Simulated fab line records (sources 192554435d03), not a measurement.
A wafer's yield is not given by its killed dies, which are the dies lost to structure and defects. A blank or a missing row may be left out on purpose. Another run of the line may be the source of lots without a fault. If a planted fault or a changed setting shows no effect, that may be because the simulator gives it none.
Lot-split experiment :: flow n5 finfet :: 21 wafers read from 7 lots, route of 1938 steps

ABOUT THE SPLIT
At N5_PASSIVATION_ETCH_54 (etches SiO2 in CHF3/O2, target depth 880 nm, time 440 s), the setting source w was moved away from the recipe's 650 W on 6 of the 21 wafers read, by -11.1% to +12.4%. For the rest of the wafers, this setting stayed at what the recipe calls for.

Reading taken at the split's own step.

THE READING
PASSIVATION.feature depth nm (the simulator's own value, which no gauge read), in nm, at N5_PASSIVATION_ETCH_54 (etches SiO2 in CHF3/O2, target depth 880 nm, time 440 s). There is no usual value for it anywhere in the file. Across the 15 wafers here that went through the recipe, the average is 877.3 nm and the standard deviation 18 nm.

wafer: L075.1
tool, chamber at the split: rie diel-04, 0
source w as run, W: 650
against the recipe: recipe
PASSIVATION.feature depth nm, nm: 882.8
against lot-mates on the recipe: -

wafer: L075.3
tool, chamber at the split: rie diel-04, 3
source w as run, W: 650
against the recipe: recipe
PASSIVATION.feature depth nm, nm: 867.8
against lot-mates on the recipe: -

wafer: L075.6
tool, chamber at the split: rie diel-04, 3
source w as run, W: 650
against the recipe: recipe
PASSIVATION.feature depth nm, nm: 870.2
against lot-mates on the recipe: -

wafer: L079.2
tool, chamber at the split: rie diel-04, 1
source w as run, W: 610.4
against the recipe: -6.1%
PASSIVATION.feature depth nm, nm: 824.6
against lot-mates on the recipe: -34.3

wafer: L079.3
tool, chamber at the split: rie diel-04, 2
source w as run, W: 650
against the recipe: recipe
PASSIVATION.feature depth nm, nm: 869.2
against lot-mates on the recipe: -

wafer: L079.5
tool, chamber at the split: rie diel-04, 1
source w as run, W: 650
against the recipe: recipe
PASSIVATION.feature depth nm, nm: 848.6
against lot-mates on the recipe: -

wafer: L083.2
tool, chamber at the split: rie diel-04, 0
source w as run, W: 577.7
against the recipe: -11.1%
PASSIVATION.feature depth nm, nm: 827.8
against lot-mates on the recipe: -35.2

wafer: L083.3
tool, chamber at the split: rie diel-04, 3
source w as run, W: 650
against the recipe: recipe
PASSIVATION.feature depth nm, nm: 863
against lot-mates on the recipe: -

wafer: L083.4
tool, chamber at the split: rie diel-04, 1
source w as run, W: 577.7
against the recipe: -11.1%
PASSIVATION.feature depth nm, nm: 822.4
against lot-mates on the recipe: -40.6

wafer: L082.1
tool, chamber at the split: rie diel-01, 0
source w as run, W: 650
against the recipe: recipe
PASSIVATION.feature depth nm, nm: 860.4
against lot-mates on the recipe: -

wafer: L082.2
tool, chamber at the split: rie diel-01, 2
source w as run, W: 594.2
against the recipe: -8.6%
PASSIVATION.feature depth nm, nm: 858.4
against lot-mates on the recipe: -16.2

wafer: L082.5
tool, chamber at the split: rie diel-01, 1
source w as run, W: 650
against the recipe: recipe
PASSIVATION.feature depth nm, nm: 888.8
against lot-mates on the recipe: -

wafer: L086.2
tool, chamber at the split: rie diel-04, 1
source w as run, W: 650
against the recipe: recipe
PASSIVATION.feature depth nm, nm: 865
against lot-mates on the recipe: -

wafer: L086.5
tool, chamber at the split: rie diel-04, 0
source w as run, W: 650
against the recipe: recipe
PASSIVATION.feature depth nm, nm: 877
against lot-mates on the recipe: -

wafer: L086.6
tool, chamber at the split: rie diel-04, 3
source w as run, W: 650
against the recipe: recipe
PASSIVATION.feature depth nm, nm: 877
against lot-mates on the recipe: -

wafer: L092.2
tool, chamber at the split: rie diel-02, 3
source w as run, W: 650
against the recipe: recipe
PASSIVATION.feature depth nm, nm: 913.4
against lot-mates on the recipe: -

wafer: L092.5
tool, chamber at the split: rie diel-02, 0
source w as run, W: 650
against the recipe: recipe
PASSIVATION.feature depth nm, nm: 899
against lot-mates on the recipe: -

wafer: L092.6
tool, chamber at the split: rie diel-02, 3
source w as run, W: 650
against the recipe: recipe
PASSIVATION.feature depth nm, nm: 909.6
against lot-mates on the recipe: -

wafer: L097.2
tool, chamber at the split: rie diel-02, 0
source w as run, W: 730.4
against the recipe: +12.4%
PASSIVATION.feature depth nm, nm: 918.2
against lot-mates on the recipe: +51.2

wafer: L097.4
tool, chamber at the split: rie diel-02, 2
source w as run, W: 650
against the recipe: recipe
PASSIVATION.feature depth nm, nm: 867
against lot-mates on the recipe: -

wafer: L097.5
tool, chamber at the split: rie diel-02, 2
source w as run, W: 730.4
against the recipe: +12.4%
PASSIVATION.feature depth nm, nm: 913.4
against lot-mates on the recipe: +46.4

THE FIT
A straight line over all 21 wafers: PASSIVATION.feature depth nm changes by +3.86 nm for each +1% of source w; r = +0.79; the points scatter about the line by 18 nm.
The same after taking each lot's own level away (the mean of its wafers on the recipe; 21 wafers): +3.62 nm for each +1%; r = +0.93; scatter 8.5 nm.
That fit puts the effect of the largest move of source w on the reading at 45 nm.
The span of the lots' own levels, 858.90 to 907.33 nm, comes to 2.7 times the standard deviation stated above.
So the lot-to-lot level blurs the effect unless lot-mates are compared.
Check: +43.1 nm against its lot-mates is what the line predicts for one of the wafers moved furthest among these (+12.4%) when that wafer is left out of the fit. It came out at +51.2 nm against them.

THE WHOLE CHAIN: every reading that the file lists as answering this split, in the file's order
step: N5_PASSIVATION_ETCH_54
what it does: etches SiO2 in CHF3/O2, target depth 880 nm, time 440 s
reading: etch.depth nm (the simulator's own value, which no gauge read)
change (the file's fit): +3.55 nm for each +1% of the setting
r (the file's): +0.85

step: N5_PASSIVATION_ETCH_54
what it does: etches SiO2 in CHF3/O2, target depth 880 nm, time 440 s
reading: PASSIVATION.feature depth nm (the simulator's own value, which no gauge read)
change (the file's fit): +3.54 nm for each +1% of the setting
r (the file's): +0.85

FILE'S OWN FIT
PASSIVATION.feature depth nm changes by +3.54 nm for each +1% of source w, r = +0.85.
